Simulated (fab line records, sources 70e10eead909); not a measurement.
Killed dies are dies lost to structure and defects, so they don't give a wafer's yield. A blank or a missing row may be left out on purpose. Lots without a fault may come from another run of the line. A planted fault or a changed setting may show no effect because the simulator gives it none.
fab line records | flow nand_harc
record lots=13 wafers=39 last_day=23
route steps=1159 shown A_M1@1049 A_BONDPAD@1088 THIN_TSV@1107 END@1159
lots that met no fault: from a run of the same line without faults
start_h: hours from the record's first day to the start of the lot's first wafer shown | wait_h: hours since the lot's step before | " the same as in the row above | L1.1+2: a row that stands for several wafers | - no value, or no start given | * or withheld: withheld | < > ~ a bound
route shown NAME@n: a module of which the file shows steps, and the number in the route of the first | usual: mean/standard deviation of fault-free wafers | same: alike in all rows | chamber/n: place in a boat | sites: the reading at each site | _std_site: their standard deviation | _edge_site: outer sites' mean less inner sites' | radius_mm: how far each site lies from the wafer's centre | mask NAME#n: copy n | behind: the tool/chamber that last shaped the wafer | hold: why the lot was held/for how many hours/how that ended | device: the transistor (n, p or np) that didn't switch | end of line: the same wafers' tests at the end of the route | a step without rows: its recipe alone | killed: dies lost to structure and defects at the first sort, not the wafer's yield | map: a wafer's dies, x killed, . not, _ none there
set.NAME: the setting as run; set.NAME@STEP: as run at that earlier step | model.NAME: the simulator's own value behind a step, which no gauge read
steps of the route over a sample of lots; a table a step, a row a wafer
services: from which hour (start_h, from the record's first day; less than 0 if before it) a tool's chamber was out of use, for how many hours, and why
## steps
# step NHARC_A_M1_PVD_21
# recipe target_thk_a=300 chamber_pressure_pa=5 power_w=5000 substrate_temp_c=30 time_s=20.49 material=Cu
# usual throttle_valve_pct=29.7/0.96
# columns lot.wafer tool chamber start_h wait_h throttle_valve_pct
L758.1 pvd_sputter-02 - 410.32 - 29.9
L758.6 " - " " 28.3
L758.5 " - " " 30.0
L762.3 pvd_sputter-03 - 420.55 - 28.7
L762.5 " - " " 29.2
L762.6 " - " " 31.0
L761.2 pvd_sputter-01 - 426.11 - 30.3
L761.3 " - " " 31.0
L761.5 " - " " 30.8
L764.1 pvd_sputter-02 - 434.73 - 28.2
L764.2 " - " " 30.4
L764.6 " - " " 30.1
L766.3 pvd_sputter-01 - 436.04 - 30.6
L766.4 " - " " 29.1
L766.6 " - " " 28.5
L765.3 pvd_sputter-01 - 448.36 - 29.8
L765.2 " - " " 28.6
L765.5 " - " " 29.1
L767.2 pvd_sputter-02 - 455.23 - 27.9
L767.5 " - " " 28.6
L767.6 " - " " 30.8
L768.1 pvd_sputter-01 - 456.04 - 30.1
L768.4 " - " " 30.9
L768.5 " - " " 30.0
L772.1 pvd_sputter-02 - 471.41 - 29.9
L772.4 " - " " 28.6
L772.5 " - " " 28.2
L771.4 pvd_sputter-01 - 471.85 - 30.8
L771.3 " - " " 29.0
L771.2 " - " " 30.0
L770.3 pvd_sputter-01 - 479.20 - 30.7
L770.4 " - " " 28.9
L770.5 " - " " 30.7
L778.4 pvd_sputter-01 - 510.93 - 30.0
L778.1 " - " " 31.1
L778.6 " - " " 30.2
L777.1 pvd_sputter-01 - 511.98 - 29.4
L777.5 " - " " 29.7
L777.6 " - " " 30.7
# step NHARC_A_BONDPAD_CMP_19
# recipe t_overpolish_s=30 cu_recess_touch_s=16 target_thk_nm=169.8
# usual motor_current_A=12.2/1.2 overpolish_run_s=30.001/0.0088 retaining_ring_pressure_frac=1.000/0.0046
# columns lot.wafer tool chamber start_h wait_h motor_current_A overpolish_run_s retaining_ring_pressure_frac
L758.1 cmp-04 2 415.94 - 11.5 30.008 1.002
L758.6 " 3 " " 11.0 30.006 0.987
L758.5 " 0 " " 12.6 30.005 0.995
L762.3 cmp-03 3 426.42 - 11.1 29.985 0.991
L762.6 " 1 " " 10.5 29.996 1.006
L762.5 " 2 " " 14.3 30.005 1.001
L761.3 cmp-01 3 431.97 - 11.3 30.004 0.996
L761.2 " 1 " " 13.4 30.015 1.004
L761.5 " 0 " " 12.6 30.011 0.994
L764.1 cmp-01 2 440.65 - 11.3 30.006 0.994
L764.2 " 0 " " 13.3 30.001 0.998
L764.6 " 3 " " 11.7 29.998 1.004
L766.4 cmp-01 0 441.80 - 12.7 29.984 1.005
L766.3 " 1 " " 13.8 29.998 0.993
L766.6 " 0 " " 11.9 30.007 1.004
L765.2 cmp-04 0 453.94 - 12.8 30.001 1.003
L765.3 " 2 " " 11.0 29.998 0.999
L765.5 " 0 " " 12.9 29.996 0.998
L767.2 cmp-01 1 461.15 - 13.5 29.998 1.005
L767.5 " 0 " " 11.8 30.006 1.005
L767.6 " 1 " " 13.4 30.004 1.000
L768.1 cmp-04 0 462.17 - 13.0 29.992 1.000
L768.4 " 1 " " 12.7 30.003 0.992
L768.5 " 3 " " 10.8 30.005 1.000
L772.1 cmp-03 1 477.02 - 11.0 30.000 1.007
L772.4 " 2 " " 15.0 29.997 0.994
L772.5 " 3 " " 11.6 29.986 1.000
L771.4 cmp-04 3 477.43 - 10.3 29.997 0.998
L771.2 " 0 " " 12.6 30.005 0.996
L771.3 " 1 " " 13.3 29.995 0.994
L770.3 cmp-01 0 485.62 - 11.9 30.000 0.992
L770.4 " 2 " " 11.7 29.998 1.006
L770.5 " 0 " " 12.7 30.015 0.997
L778.1 cmp-04 0 518.13 - 12.5 30.009 0.998
L777.1 cmp-03 1 518.75 - 10.5 30.011 1.001
L777.6 " 0 " " 13.3 30.017 0.995
# step NHARC_THIN_TSV_DEP_43
# recipe target_thk_a=13285 temp_c=withheld pressure_torr=6.5 rf_w=900 teos_flow_sccm=161.4 flow_sccm=2650 target_thk_nm=1328.5 gas=O2 material=SiO2
# usual throttle_valve_pct=15.6/0.67
# columns lot.wafer tool chamber start_h wait_h throttle_valve_pct
L758.1 pecvd-02 0 434.92 - 14.9
L758.6 " 0 " " 14.9
L758.5 " 2 " " 15.0
L762.3 pecvd-04 1 441.79 - 15.4
L762.6 " 2 " " 16.0
L762.5 " 1 " " 15.5
L761.3 pecvd-02 0 443.08 - 15.2
L761.2 " 1 " " 14.6
L761.5 " 0 " " 15.3
L764.2 pecvd-02 1 452.90 - 14.7
L764.1 " 0 " " 15.0
L764.6 " 2 " " 15.1
L766.3 pecvd-03 1 454.16 - 16.1
L766.6 " 0 " " 16.5
L766.4 " 2 " " 16.2
L765.3 pecvd-02 1 466.26 - 14.7
L765.2 " 2 " " 15.2
L765.5 " 2 " " 15.0
L768.1 pecvd-04 0 473.34 - 16.6
L768.4 " 0 " " 17.0
L768.5 " 2 " " 16.1
L767.2 pecvd-04 1 474.66 - 15.3
L767.5 " 2 " " 16.0
L767.6 " 1 " " 15.5
L771.3 pecvd-03 2 491.20 - 16.2
L771.2 " 0 " " 16.3
L771.4 " 2 " " 16.1
L772.1 pecvd-03 1 492.45 - 15.7
L772.5 " 2 " " 16.4
L772.4 " 0 " " 16.5
L770.3 pecvd-02 0 497.90 - 15.1
L770.5 " 2 " " 15.3
L770.4 " 0 " " 15.4
L777.1 pecvd-03 1 533.52 - 15.6
L777.6 " 0 " " 16.4
L778.1 pecvd-02 2 534.55 - 15.2
# step NHARC_THIN_TSV_CD_MEAS_33
# recipe target_cd_nm=5000 landing_energy_ev=500
# usual cd_nm=5001.4/2.3
# columns lot.wafer tool chamber start_h wait_h cd_nm
L758.1 cd_sem-01 0 441.80 - 5001.4
L758.5 " 0 " " 5000.7
L758.6 " 0 " " 5006.7
L762.3 cd_sem-03 0 448.52 - 4997.0
L762.5 " 0 " " 5004.6
L762.6 " 0 " " 4996.4
L761.2 cd_sem-03 0 449.98 - 5001.0
L761.3 " 0 " " 4998.7
L761.5 " 0 " " 5003.3
L764.1 cd_sem-03 0 460.00 - 5000.8
L764.2 " 0 " " 5002.2
L764.6 " 0 " " 5002.7
L766.3 cd_sem-01 0 462.39 - 5000.0
L766.4 " 0 " " 5000.8
L766.6 " 0 " " 5005.5
L765.2 cd_sem-01 0 473.02 - 5000.9
L765.3 " 0 " " 5002.0
L765.5 " 0 " " 5000.1
L768.1 cd_sem-03 0 480.17 - 5000.7
L768.4 " 0 " " 5001.9
L768.5 " 0 " " 5001.7
L767.2 cd_sem-03 0 481.43 - 5002.1
L767.5 " 0 " " 4998.1
L767.6 " 0 " " 5001.1
L771.2 cd_sem-01 0 498.17 - 5000.1
L771.3 " 0 " " 5000.7
L771.4 " 0 " " 5006.7
L772.1 cd_sem-01 0 499.11 - 4998.7
L772.4 " 0 " " 5004.2
L772.5 " 0 " " 5000.3
L770.3 cd_sem-01 0 504.92 - 5002.2
L770.4 " 0 " " 5002.0
L770.5 " 0 " " 5000.3
L777.1 cd_sem-01 0 540.92 - 4999.6
L777.6 " 0 " " 5004.4
L778.1 cd_sem-03 0 541.80 - 4997.8
# step NHARC_END_SORT_01
# recipe temp_c=25
# usual defect_limited_yield=96.0/1.3 killed_at_array=24/8.4 killed_at_other=0.7/1.1 killed_at_periphery=2.9/1.7 killed_dies=27/8.6 killed_open=3.3/1.8 killed_short=1.8/1.4 sort_bin_2_pct=1.3/0.56 sort_bin_3_pct=0.19/0.18 sort_bin_4_pct=2.6/0.84 sort_n_pass=650/8.6 sort_rim_yield_pct=96.1/2.3 sort_yield_pct=96.0/1.3
# same gross_dies=677 sort_bin_5_pct[%]=0 sort_bin_6_pct[%]=0 sort_bin_7_pct[%]=0 sort_bin_8_pct[%]=0 sort_rim_n_gross=106.00
# columns lot.wafer tool chamber start_h wait_h defect_limited_yield[%] killed_at_array killed_at_other killed_at_periphery killed_dies killed_open killed_short sort_bin_2_pct[%] sort_bin_3_pct[%] sort_bin_4_pct[%] sort_n_pass sort_rim_yield_pct[%] sort_yield_pct[%]
L778.1 prober-02 0 549.33 2.5 94.7 31 1 4 36 4 2 2.1 0.15 3.1 641 94.3 94.7
L778.4 prober-02 0 551.75 3.4 0 673 0 4 677 2 3 95.4 0.44 4.1 0 0 0
L778.6 prober-02 0 553.35 4.0 0.1 671 0 5 676 7 4 96.3 0.30 3.2 1 0 0.1
L777.1 prober-01 0 549.41 2.6 95.7 24 0 5 29 1 2 1.9 0.15 2.2 648 95.3 95.7
L777.5 prober-01 0 552.61 3.7 0 674 1 2 677 3 2 96.3 0.74 3.0 0 0 0
L777.6 prober-01 0 553.42 4.0 96.3 21 0 4 25 4 0 1.2 0 2.5 652 90.6 96.3
# killed by level:class
L778.1 A_CHANNEL_HOLE_D1:chamber_film_flake=21 A_CONTACT:chamber_film_flake=5 A_CONTACT:geometric_particle:open=2 P_CONTACT:geometric_particle:open=1 P_CONTACT:geometric_particle:short=1 A_CONTACT:geometric_particle:short=1 THIN_TSV:geometric_particle:open=1 P_STI:chamber_film_flake=1
L777.1 A_SLIT:chamber_film_flake=13 A_CHANNEL_HOLE_D1:chamber_film_flake=6 P_M0:chamber_film_flake=2 A_CONTACT:chamber_film_flake=2 P_M1:geometric_particle:short=1 A_SGD_CUT:geometric_particle:short=1 A_BLC:geometric_particle:open=1 P_GATE:chamber_film_flake=1
L778.4 A_M1:area_pvd=637 A_CHANNEL_HOLE_D1:chamber_film_flake=24 A_CONTACT:chamber_film_flake=5 A_ZERO_WELL:chamber_film_flake=3 P_STI:chamber_film_flake=2 P_CONTACT:geometric_particle:short=1 P_CONTACT:geometric_particle:open=1 A_ONON_D1:geometric_particle:short=1
L777.5 A_M1:area_pvd=640 A_SLIT:chamber_film_flake=16 A_CHANNEL_HOLE_D1:chamber_film_flake=8 A_CONTACT:chamber_film_flake=5 A_CONTACT:geometric_particle:open=2 A_STAIRCASE:chamber_film_flake=2 P_M0:geometric_particle:short=1 A_M0:geometric_particle:open=1
L778.6 A_M1:area_pvd=632 A_CHANNEL_HOLE_D1:chamber_film_flake=23 A_CONTACT:chamber_film_flake=4 A_CONTACT:geometric_particle:open=3 P_M0:geometric_particle:open=2 P_M2:geometric_particle:short=1 A_CHANNEL_HOLE_D1:geometric_particle:short=1 A_CHANNEL_HOLE_D1:geometric_particle:open=1
L777.6 A_CHANNEL_HOLE_D1:chamber_film_flake=7 A_CONTACT:chamber_film_flake=6 A_SLIT:chamber_film_flake=5 P_M0:chamber_film_flake=2 P_M1:geometric_particle:open=1 A_SGD_CUT:geometric_particle:open=1 A_CONTACT:geometric_particle:open=1 A_BLC:geometric_particle:open=1
## services
# columns tool chamber start_h hours kind
pvd_sputter-02 - 392.01 10.0 pm
cmp-01 - 393.03 0.5 repair
cmp-04 - 399.20 4.0 pm
pecvd-02 2 403.67 6.9 repair
cmp-01 - 406.53 0.5 repair
pecvd-02 2 411.58 6.3 repair
cmp-01 - 420.98 1.8 repair
cmp-03 - 421.16 0.7 repair
cmp-03 - 438.71 4.2 repair
cmp-03 - 446.75 0.5 repair
cmp-03 - 450.17 4.0 pm
pvd_sputter-03 - 458.05 10.0 pm
cmp-03 - 463.04 2.2 repair
pvd_sputter-03 - 472.53 13.3 repair
pecvd-03 - 473.06 13.0 pm
cmp-01 - 474.13 4.0 pm
pvd_sputter-02 - 483.82 3.7 repair
cmp-04 - 497.20 4.0 pm
pecvd-02 0 506.60 12.7 repair
pecvd-03 1 508.97 11.0 repair
pvd_sputter-02 - 510.73 4.9 repair
pvd_sputter-01 - 514.06 10.0 pm
pecvd-02 - 515.16 13.0 pm
cmp-04 - 533.62 0.8 repair
## key
first_sign step=NHARC_END_SORT_01 reading=sort_bin_2_pct direction=up sigmas=99+ usual=1.3 struck=96.0
effect step=NHARC_END_SORT_01 reading=killed_at_array direction=up sigmas=77 usual=24 struck=673
more_kills_born_at NHARC_A_M1_PVD_21@pvd_sputter-01=1909
met_at NHARC_A_M1_PVD_21
struck_lots L777,L778
struck_wafers L777.5,L778.4,L778.6
later_rows_left_out L777.5,L778.4,L778.6
not_acting_at NHARC_A_BONDPAD_CMP_19,NHARC_THIN_TSV_DEP_43,NHARC_THIN_TSV_CD_MEAS_33
onset_between 471.85 510.93
fault kind=process_parameter_drift tool=pvd_sputter-01 chamber=- onset_h=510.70 steps=NHARC_A_M1_PVD_21 channel=target_thk_a offset=* shape=step end_h=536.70 acts_in=* stated=* scope=struck_wafers_only
# later_rows_left_out: the simulator's readings of these wafers behind a module that went badly wrong aren't trusted and aren't shown, but for the sort
